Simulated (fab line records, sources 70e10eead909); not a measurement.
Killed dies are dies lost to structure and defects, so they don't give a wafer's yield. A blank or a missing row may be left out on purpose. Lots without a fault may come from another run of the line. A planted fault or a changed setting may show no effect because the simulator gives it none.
Which tool did it? | flow nand_harc | 13 lots, 39 wafers sampled, at 4 steps of a route of 1302

WHAT THE GAUGES READ, wafer by wafer
NHARC_END_SORT_01. Usual: killed_at_array 56, standard deviation 21; killed_at_other 0.8, standard deviation 1; killed_at_periphery 3.6, standard deviation 2.8; killed_dies 60, standard deviation 20; killed_open 3.2, standard deviation 1.9; killed_short 2.4, standard deviation 1.6.
lot  | measured     | on        | killed_at_array | killed_at_other | killed_at_periphery | killed_dies | killed_open | killed_short | flag
L409 | day 24 23:19 | prober-02 | 62 87 65        | 0 1 0           | 5 4 0               | 67 92 65    | 2 1 3       | 5 6 2        |
L411 | day 25 06:12 | prober-01 | 77 60 74        | 0 1 0           | 5 4 9               | 82 65 83    | 0 1 1       | 0 2 4        |
L416 | day 27 16:54 | prober-01 | 40 36 47        | 5 3 0           | 2 0 3               | 47 39 50    | 4 2 4       | 1 2 4        |
L426 | day 31 05:50 | prober-01 | 44 128 44       | 0 1 0           | 1 2 6               | 45 131 50   | 2 5 3       | 3 1 5        |
L430 | day 34 00:28 | prober-02 | 52 53 52        | 1 1 0           | 5 0 3               | 58 54 55    | 4 1 3       | 0 3 3        |

WHICH TOOL RAN EACH LOT (tool, then ch and the chambers of the sampled wafers, then the start)
lot  | NHARC_A_STAIRCASE_TRIM_196         | NHARC_THIN_TSV_STRIP_62              | NHARC_THIN_TSV_STRIP_56
L409 | rie_diel-04 ch 0,2,3, day 16 04:54 | plasma_asher-02 ch 0,1, day 24 11:11 | plasma_asher-01 ch 1, day 24 15:10
L410 | rie_diel-01 ch 0,2,3, day 16 17:30 | plasma_asher-02 ch 0,1, day 24 21:08 | plasma_asher-02 ch 1, day 25 01:07
L411 | rie_diel-09 ch 0,1,3, day 16 17:40 | plasma_asher-02 ch 0,1, day 24 15:46 | plasma_asher-02 ch 0,1, day 24 19:41
L413 | rie_diel-09 ch 0,1,2, day 18 04:18 | plasma_asher-02 ch 0,1, day 26 00:43 | plasma_asher-01 ch 0,1, day 26 07:12
L415 | rie_diel-09 ch 0,1,3, day 18 06:40 | plasma_asher-01 ch 0,1, day 26 19:15 | plasma_asher-02 ch 0,1, day 26 23:13
L412 | rie_diel-09 ch 0,2,3, day 18 13:01 | plasma_asher-02 ch 0,1, day 27 01:55 | plasma_asher-01 ch 0,1, day 27 06:16
L416 | rie_diel-01 ch 1,2,3, day 18 21:52 | plasma_asher-02 ch 0,1, day 27 03:17 | plasma_asher-01 ch 0,1, day 27 07:23
L421 | rie_diel-01 ch 1,2,3, day 20 11:00 | plasma_asher-01 ch 0,1, day 28 06:25 | plasma_asher-01 ch 0,1, day 28 13:43
L426 | rie_diel-09 ch 0,1,2, day 22 16:16 | plasma_asher-01 ch 0,1, day 30 16:50 | plasma_asher-02 ch 0,1, day 30 20:38
L428 | rie_diel-01 ch 0,1,3, day 24 16:56 | plasma_asher-02 ch 0,1, day 32 05:50 | plasma_asher-01 ch 0,1, day 32 09:53
L429 | rie_diel-04 ch 1,2,3, day 25 05:05 | plasma_asher-01 ch 0,1, day 33 01:03 | plasma_asher-02 ch 0,1, day 33 05:22
L430 | rie_diel-09 ch 0,1,2, day 25 12:44 | plasma_asher-01 ch 0,1, day 33 12:04 | plasma_asher-01 ch 0,1, day 33 15:55
L432 | rie_diel-09 ch 0,3, day 26 10:23   | plasma_asher-02 ch 0,1, day 34 05:04 | plasma_asher-01 ch 0,1, day 34 09:06
- NHARC_A_STAIRCASE_TRIM_196: chemistry O2, time 211.2 s.
- NHARC_THIN_TSV_STRIP_62: strips in N2/H2, time 20 s.
- NHARC_THIN_TSV_STRIP_56: strips in O2.

WHAT THE TOOLS THEMSELVES READ (means of the sampled wafers that have a number; where no wafer has one, the mark that the record gives instead)
NHARC_A_STAIRCASE_TRIM_196. Usual: drypump_motor_current_A 5.9 A, standard deviation 0.51; o2_flow_sccm 500.0 sccm, standard deviation 1.4; oes_product_au 1.003 a.u., standard deviation 0.011; rf_vpp_V 57.8 V, standard deviation 0.92; showerhead_plenum_p_Torr 3.55 Torr, standard deviation 0.14; throttle_valve_pct 17.035 %, standard deviation 0.01.
lot  | tool        | drypump_motor_current_A (A) | o2_flow_sccm (sccm) | oes_product_au (a.u.) | rf_vpp_V (V) | showerhead_plenum_p_Torr (Torr) | throttle_valve_pct (%) | flag
L409 | rie_diel-04 | 5.8                         | 498.7               | 0.998                 | 57.3         | 3.55                            | 17.030                 |
L410 | rie_diel-01 | 6.0                         | 499.9               | 1.013                 | 57.0         | 3.59                            | 17.041                 |
L411 | rie_diel-09 | 6.2                         | 498.9               | 1.008                 | 57.6         | 3.54                            | 17.037                 |
L413 | rie_diel-09 | 6.2                         | 499.7               | 1.008                 | 57.8         | 3.49                            | 17.032                 |
L415 | rie_diel-09 | 6.2                         | 500.1               | 1.002                 | 58.0         | 3.53                            | 17.037                 |
L412 | rie_diel-09 | 5.9                         | 498.9               | 0.997                 | 57.9         | 3.51                            | 17.037                 |
L416 | rie_diel-01 | 5.9                         | 499.7               | 0.999                 | 57.6         | 3.52                            | 17.029                 |
L421 | rie_diel-01 | 5.9                         | 500.9               | 1.003                 | 58.3         | 3.52                            | 17.035                 |
L426 | rie_diel-09 | 6.2                         | 500.1               | 1.012                 | 58.8         | 3.47                            | 17.046                 |
L428 | rie_diel-01 | 5.5                         | 501.0               | 0.995                 | 57.3         | 3.55                            | 17.037                 |
L429 | rie_diel-04 | 5.8                         | 498.8               | 0.996                 | 58.1         | 3.56                            | 17.036                 |
L430 | rie_diel-09 | 6.2                         | 500.3               | 1.008                 | 57.9         | 3.46                            | 17.045                 |
L432 | rie_diel-09 | 5.9                         | 499.8               | 1.007                 | 57.7         | 3.52                            | 17.036                 |

NHARC_THIN_TSV_STRIP_62. Usual: drypump_motor_current_A 5.7 A, standard deviation 0.34; heater_power_w 336 W, standard deviation 9.9.
lot  | tool            | drypump_motor_current_A (A) | heater_power_w (W) | flag
L409 | plasma_asher-02 | 5.6                         | 339                |
L410 | plasma_asher-02 | 5.9                         | 337                |
L411 | plasma_asher-02 | 5.6                         | 336                |
L413 | plasma_asher-02 | 5.6                         | 334                |
L415 | plasma_asher-01 | 5.6                         | 322                |
L412 | plasma_asher-02 | 5.6                         | 337                |
L416 | plasma_asher-02 | 5.9                         | 339                |
L421 | plasma_asher-01 | 5.6                         | 322                |
L426 | plasma_asher-01 | 5.4                         | 336                |
L428 | plasma_asher-02 | 5.6                         | 338                |
L429 | plasma_asher-01 | 5.6                         | 337                |
L430 | plasma_asher-01 | 5.6                         | 337                |
L432 | plasma_asher-02 | 5.9                         | 354                |

NHARC_THIN_TSV_STRIP_56. Usual: drypump_motor_current_A 5.6 A, standard deviation 0.34; heater_power_w 334 W, standard deviation 12.
lot  | tool            | drypump_motor_current_A (A) | heater_power_w (W) | flag
L409 | plasma_asher-01 | 5.2                         | 342                |
L410 | plasma_asher-02 | 6.1                         | 336                |
L411 | plasma_asher-02 | 5.6                         | 339                |
L413 | plasma_asher-01 | 5.4                         | 339                |
L415 | plasma_asher-02 | 5.9                         | 337                |
L412 | plasma_asher-01 | 5.6                         | 322                |
L416 | plasma_asher-01 | 5.4                         | 335                |
L421 | plasma_asher-01 | 5.6                         | 330                |
L426 | plasma_asher-02 | 5.9                         | 339                |
L428 | plasma_asher-01 | 5.6                         | 331                |
L429 | plasma_asher-02 | 5.9                         | 340                |
L430 | plasma_asher-01 | 5.4                         | 332                |
L432 | plasma_asher-01 | 5.6                         | 327                |

THE ANSWER, worked out from the rows above alone
Rule: a lot is off if the mean of its wafers that have a number lies more than 3 standard deviations from the usual mean. A lot without any number at a reading at which 4 lots or more have one is off too. The other lots that the step has rows for count as sound. The gauges are gone through in route order, then the tools' own readings, and for those a lot's mean is taken as printed above. The first step at which some lot is off is used, and at that step the reading that is off furthest; a lot without a number counts as furthest.
No lot is off at any reading shown: from this, nothing can be told.

WHAT THE SIMULATOR HAD PUT IN
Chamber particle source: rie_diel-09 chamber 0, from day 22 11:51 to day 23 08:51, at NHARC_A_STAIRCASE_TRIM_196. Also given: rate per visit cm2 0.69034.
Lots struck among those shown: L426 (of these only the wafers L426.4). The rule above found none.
